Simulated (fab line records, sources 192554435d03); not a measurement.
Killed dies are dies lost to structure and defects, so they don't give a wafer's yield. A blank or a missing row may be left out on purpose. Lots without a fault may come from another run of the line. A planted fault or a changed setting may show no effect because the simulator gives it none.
fab line records | flow n5_finfet
record lots=7 wafers=39
route steps=1938 shown FIN_SAQP@138 DUMMY_GATE@228
start_h: hours from the record's first day to the start of the lot's first wafer shown | wait_h: hours since the lot's step before | " the same as in the row above | L1.1+2: a row that stands for several wafers | - no value, or no start given | * or withheld: withheld | < > ~ a bound
route shown NAME@n: a module of which the file shows steps, and the number in the route of the first | usual: mean/standard deviation of fault-free wafers | same: alike in all rows | chamber/n: place in a boat | sites: the reading at each site | _std_site: their standard deviation | _edge_site: outer sites' mean less inner sites' | radius_mm: how far each site lies from the wafer's centre | mask NAME#n: copy n | behind: the tool/chamber that last shaped the wafer | hold: why the lot was held/for how many hours/how that ended | device: the transistor (n, p or np) that didn't switch | end of line: the same wafers' tests at the end of the route | a step without rows: its recipe alone | killed: dies lost to structure and defects at the first sort, not the wafer's yield | map: a wafer's dies, x killed, . not, _ none there
set.NAME: the setting as run; set.NAME@STEP: as run at that earlier step | model.NAME: the simulator's own value behind a step, which no gauge read
lots whose settings were changed on purpose; a table a step, a row a wafer
## steps
# step N5_FIN_SAQP_SPACER2_ALD_28
# recipe material=SiO2 target_thk_a=81 temp_c=300 ald_precursor_family=BDEAS ald_co_reactant=O2-plasma pulse_time_s=1 purge_time_s=2 co_reactant_purge_time_s=2 pressure_torr=2
# columns lot.wafer tool chamber start_h wait_h set.target_thk_a model.SiO2_of_FIN_SAQP_SPACER2_ALD_28.thk_nm
L076.1+2+3+5 ald_sin-02 1,3,0,0 37.62 0.3 81 8.2
L076.4+6 " 2,3 " " 81 8
L078.1+3+6 ald_sin-02 1,0,2 49.01 0.1 81 8.2
L078.2+4 " 2,3 " " 88.96 9
L078.5 " 1 " " 88.96 8.8
L081.1+4+5 ald_sin-03 1,0,2 68.80 0.1 81 8
L081.2+3+6 " 3,2,1 " " 81 8.2
L084.1+3+5 ald_sin-03 1,3,1 85.43 0.1 81 8.2
L090.1+2+5 ald_sin-02 2,3,3 120.94 0.2 77.29 7.8
L090.3+4 " 0,1 " " 81 8.2
L090.6 " 2 " " 81 8
L094.1+4+6 ald_sin-02 0,3,1 145.68 0.1 81 8.2
L094.2+3 " 2,1 " " 88.08 8.8
L094.5 " 0 " " 88.08 9
L097.1+2+3+4+5+6 ald_sin-03 2,3,1,2,1,3 163.50 0.1 81 8.2
# step N5_FIN_SAQP_SPACER2_ETCHBACK_29
# recipe chemistry=CHF3/O2 mode=anisotropic_etchback target=SiO2 target_depth_a=122 time_s=6.1 pressure_mtorr=30 source_w=650 bias_w=170 Ar_flow_sccm=200 CHF3_flow_sccm=50 O2_flow_sccm=5 ion_energy_ev=200
# step N5_FIN_SAQP_MANDREL2_REMOVE_60
# recipe chemistry=HBr/Cl2/O2 bt_time_s=10 target=a-Si stop_on=SiNx endpoint=OES-SiCl over_etch_frac=1 icp_w=600 bias_w=22 HBr_flow_sccm=150 Cl2_flow_sccm=80 O2_flow_sccm=5 pressure_mtorr=10
# columns lot.wafer tool chamber start_h wait_h set.target_thk_a@FIN_SAQP_SPACER2_ALD_28 model.FIN_SAQP.cd_nm
L076.1+3+4+5 rie_si-01 1,0,3,3 38.20 0.1 81 8.2
L076.2+6 " 2 " " 81 8
L078.1 rie_si-01 2 49.44 0.1 81 8
L078.2+4 " 3,1 " " 88.96 9
L078.3+6 " 0,3 " " 81 8.2
L078.5 " 2 " " 88.96 8.8
L081.1+3+4 rie_si-06 2,3,0 69.21 0.1 81 8.2
L081.2+6 " 1 " " 81 8
L081.5 " 0 " " 81 8.4
L084.1 rie_si-03 2 85.85 0.1 81 8.4
L084.3+5 " 0,1 " " 81 8.2
L090.1+2+5 rie_si-03 3,0,1 121.35 0.1 77.29 7.8
L090.3+4+6 " 1,2,0 " " 81 8.2
L094.1 rie_si-03 2 146.12 0.1 81 8.4
L094.2 " 3 " " 88.08 8.8
L094.3+5 " 1,3 " " 88.08 9
L094.4+6 " 0 " " 81 8.2
L097.1+3 rie_si-03 3,1 163.93 0.1 81 8
L097.2+4+5+6 " 2,0,0,1 " " 81 8.2
# step N5_FIN_SAQP_HM_OPEN_33
# recipe chemistry=CH3F/O2 target=SiNx mask_material=SiO2 target_depth_a=494 time_s=70.6 pressure_mtorr=30 source_w=395 bias_w=73 Ar_flow_sccm=150 CH3F_flow_sccm=30 O2_flow_sccm=20 ion_energy_ev=120 ends=cleared
# columns lot.wafer tool chamber start_h wait_h set.target_thk_a@FIN_SAQP_SPACER2_ALD_28 model.FIN_SAQP.cd_nm
L076.1+4+6 rie_diel-01 0,2,2 38.36 0.0 81 8
L076.2 " 3 " " 81 7.8
L076.3+5 " 1 " " 81 8.2
L078.1 rie_diel-01 0 49.60 0.0 81 8
L078.2 " 2 " " 88.96 9
L078.3+6 " 1,2 " " 81 8.2
L078.4+5 " 3 " " 88.96 8.8
L081.1+2+3+4+6 rie_diel-03 2,1,3,3,1 69.37 0.0 81 8.2
L081.5 " 2 " " 81 8.4
L084.1 rie_diel-04 0 86.00 0.0 81 8.4
L084.3 " 1 " " 81 8.2
L084.5 " 0 " " 81 8
L090.1+5 rie_diel-01 0 121.51 0.0 77.29 7.8
L090.2 " 3 " " 77.29 8
L090.3+4+6 " 2,1,3 " " 81 8.2
L094.1+4+6 rie_diel-04 2,2,1 146.28 0.0 81 8.2
L094.2+3 " 3,1 " " 88.08 9
L094.5 " 3 " " 88.08 9.2
L097.1+3+4+6 rie_diel-03 1,3,0,0 164.11 0.1 81 8.2
L097.2 " 2 " " 81 8
L097.5 " 1 " " 81 8.4
# step N5_FIN_SAQP_ETCH_34
# recipe chemistry=C4F6/O2 target=SiO2 target_depth_a=450 time_s=15 ion_energy_ev=250 pressure_mtorr=30 source_w=345 bias_w=185 Ar_flow_sccm=300 C4F6_flow_sccm=10 O2_flow_sccm=10 ends=cleared
# step N5_FIN_SAQP_STRIP_77
# recipe chemistry=N2/H2 time_s=90 power_w=100 temp_c=40 pressure_mtorr=100 rf_frequency_hz=6e+07 bias_power_w=3 n2_flow_sccm=300 h2_flow_sccm=300
# step N5_FIN_SAQP_ETCH_64
# recipe chemistry=CF4 target=SiO2 target_depth_a=15 ion_energy_ev=350 pressure_mtorr=10 icp_w=800 bias_w=400 cf4_flow_sccm=80
# columns lot.wafer tool chamber start_h wait_h set.target_thk_a@FIN_SAQP_SPACER2_ALD_28 model.FIN_SAQP.cd_nm
L076.1+2+5 rie_si-03 2,0,1 38.62 0.0 81 8
L076.3 " 1 " " 81 8.2
L076.4+6 " 3,2 " " 81 7.8
L078.1 rie_si-03 1 49.86 0.0 81 8
L078.2+5 " 2,1 " " 88.96 8.8
L078.3+6 " 3,2 " " 81 8.2
L078.4 " 0 " " 88.96 9
L081.1+2+4+6 rie_si-01 2,1,3,3 69.63 0.0 81 8.4
L081.3 " 0 " " 81 8.2
L081.5 " 0 " " 81 8.6
L084.1+3 rie_si-06 2,3 86.27 0.0 81 8.2
L084.5 " 2 " " 81 7.8
L090.1 rie_si-06 0 121.77 0.0 77.29 8
L090.2+5 " 2,3 " " 77.29 7.8
L090.3+4+6 " 1,3,0 " " 81 8.2
L094.1 rie_si-06 3 146.54 0.0 81 8.4
L094.2 " 0 " " 88.08 9
L094.3 " 1 " " 88.08 9.2
L094.4 " 2 " " 81 8
L094.5 " 1 " " 88.08 9.4
L094.6 " 2 " " 81 8.2
L097.1+2+3+5 rie_si-06 1,3,0,3 164.38 0.0 81 8.2
L097.4+6 " 1,0 " " 81 8.4
# step N5_DUMMY_GATE_EXPOSE_12
# recipe mask_id=GATE na=0.33 source_shape=annular sigma_inner=0.2 sigma_outer=0.6 polarization=unpolarized target_cd_nm=25 dose_mj=34
# columns lot.wafer tool chamber start_h wait_h mask set.dose_mj
L076.1+3+5 euv_scanner-02 0 57.81 - GATE#0 34
L076.2+4+6 " 0 " " GATE#0 35.24
L078.1+2+4 euv_scanner-02 0 73.06 - GATE#0 34
L078.3+5+6 " 0 " " GATE#0 32.22
L081.1+2+4 euv_scanner-02 0 89.18 - GATE#0 35.75
L081.3+5+6 " 0 " " GATE#0 34
L084.1+3+5 euv_scanner-01 0 108.99 - GATE#0 34
L090.1+4+6 euv_scanner-01 0 143.28 - GATE#0 34
L090.2+3+5 " 0 " " GATE#0 32.89
L094.1+2+6 euv_scanner-02 0 168.19 - GATE#0 34
L094.3+4+5 " 0 " " GATE#0 35.67
L097.1+2+4 euv_scanner-01 0 183.59 - GATE#0 31.4
L097.3+5+6 " 0 " " GATE#0 34
# step N5_DUMMY_GATE_PEB_13
# recipe peb_temp_c=100 peb_time_s=60 resist=CAR-EUV
# step N5_DUMMY_GATE_DEVELOP_14
# recipe develop_time_s=30 developer=TMAH resist=CAR-EUV rinse_liquid=surfactant_rinse dry=air_spin dev_temp_c=23
# step N5_DUMMY_GATE_CD_MEAS_15
# recipe target_cd_nm=25.8 landing_energy_ev=500 detector=se_inlens
# usual cd_nm=25.08/0.24
# columns lot.wafer tool chamber start_h wait_h set.dose_mj@DUMMY_GATE_EXPOSE_12 cd_nm
L076.1 cd_sem-03 0 57.94 - 34 25.54
L076.2 " 0 " " 35.24 24.30
L076.3 " 0 " " 34 25.15
L076.4 " 0 " " 35.24 24.73
L076.5 " 0 " " 34 25.46
L076.6 " 0 " " 35.24 24.01
L078.1 cd_sem-01 0 73.19 - 34 25.36
L078.2 " 0 " " 34 24.89
L078.3 " 0 " " 32.22 26.12
L078.4 " 0 " " 34 24.96
L078.5 " 0 " " 32.22 25.95
L078.6 " 0 " " 32.22 25.91
L081.1 cd_sem-01 0 89.31 - 35.75 24.00
L081.2 " 0 " " 35.75 24.36
L081.3 " 0 " " 34 25.36
L081.4 " 0 " " 35.75 23.92
L081.5 " 0 " " 34 24.79
L081.6 " 0 " " 34 25.45
L084.1 cd_sem-03 0 109.12 - 34 24.85
L084.3 " 0 " " 34 24.94
L084.5 " 0 " " 34 24.55
L090.1 cd_sem-02 0 143.40 - 34 25.25
L090.2 " 0 " " 32.89 25.43
L090.3 " 0 " " 32.89 26.04
L090.4 " 0 " " 34 25.68
L090.5 " 0 " " 32.89 25.67
L090.6 " 0 " " 34 24.95
L094.1 cd_sem-03 0 168.32 - 34 25.61
L094.2 " 0 " " 34 24.87
L094.3 " 0 " " 35.67 24.22
L094.4 " 0 " " 35.67 24.60
L094.5 " 0 " " 35.67 24.21
L094.6 " 0 " " 34 24.90
L097.1 cd_sem-03 0 183.72 - 31.4 26.83
L097.2 " 0 " " 31.4 26.77
L097.3 " 0 " " 34 24.99
L097.4 " 0 " " 31.4 26.78
L097.5 " 0 " " 34 25.28
L097.6 " 0 " " 34 25.08
# step N5_DUMMY_GATE_ETCH_31
# recipe chemistry=C4F6/O2 target=SiO2 mask_material=SOC target_depth_a=825 time_s=27.5 ion_energy_ev=250 pressure_mtorr=30 source_w=345 bias_w=185 Ar_flow_sccm=300 C4F6_flow_sccm=10 O2_flow_sccm=10
# columns lot.wafer tool chamber start_h wait_h set.target_depth_a model.etch.depth_nm
L076.1 rie_diel-05 3 58.49 0.0 825 81.75
L076.2 " 1 " " 723.9 71.41
L076.3 " 2 " " 825 83.67
L076.4 " 0 " " 825 81.19
L076.5 " 1 " " 723.9 71.23
L076.6 " 2 " " 723.9 73.65
L078.1 rie_diel-06 2 73.74 0.0 929.9 91.19
L078.2 " 0 " " 825 80.91
L078.3 " 1 " " 825 81.26
L078.4 " 1 " " 929.9 91.04
L078.5 " 0 " " 825 81.19
L078.6 " 2 " " 929.9 91.78
L081.1 rie_diel-05 0 89.87 0.0 825 80.87
L081.2 " 3 " " 825 81.88
L081.3 " 2 " " 825 83.24
L081.4 " 1 " " 825 80.01
L081.5 " 0 " " 825 80.72
L081.6 " 1 " " 825 81.07
L084.1 rie_diel-06 3 109.67 0.0 825 84.38
L084.3 " 2 " " 825 81.44
L084.5 " 0 " " 825 82.01
L090.1 rie_diel-06 1 143.96 0.0 868.8 85.67
L090.2 " 2 " " 825 81.69
L090.3 " 3 " " 868.8 88.79
L090.4 " 0 " " 825 81.86
L090.5 " 1 " " 868.8 86.19
L090.6 " 0 " " 825 82.74
L094.1 rie_diel-02 0 169.02 0.1 825 84.48
L094.2 " 2 " " 876 84.37
L094.3 " 3 " " 825 81.58
L094.4 " 1 " " 825 80.62
L094.5 " 2 " " 876 84.39
L094.6 " 3 " " 876 86.51
L097.1 rie_diel-05 0 185.40 0.1 793.8 78.21
L097.2 " 2 " " 825 84.31
L097.3 " 1 " " 825 81.04
L097.4 " 0 " " 793.8 78.79
L097.5 " 2 " " 793.8 80.38
L097.6 " 1 " " 825 80.79
## key
split step=N5_FIN_SAQP_SPACER2_ALD_28 setting=target_thk_a stated=81 by=wafer
response step=N5_FIN_SAQP_SPACER2_ALD_28 reading=model.SiO2_of_FIN_SAQP_SPACER2_ALD_28.thk_nm change=+0.0751 per=1% r=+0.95
response step=N5_FIN_SAQP_MANDREL2_REMOVE_60 reading=model.FIN_SAQP.cd_nm change=+0.08 per=1% r=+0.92
response step=N5_FIN_SAQP_HM_OPEN_33 reading=model.FIN_SAQP.cd_nm change=+0.0841 per=1% r=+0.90
response step=N5_FIN_SAQP_ETCH_64 reading=model.FIN_SAQP.cd_nm change=+0.0901 per=1% r=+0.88
split step=N5_DUMMY_GATE_EXPOSE_12 setting=dose_mj stated=34 by=wafer
response step=N5_DUMMY_GATE_CD_MEAS_15 reading=cd_nm change=-0.202 per=1% r=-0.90
split step=N5_DUMMY_GATE_ETCH_31 setting=target_depth_a stated=825 by=wafer
response step=N5_DUMMY_GATE_ETCH_31 reading=model.etch.depth_nm change=+0.784 per=1% r=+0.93
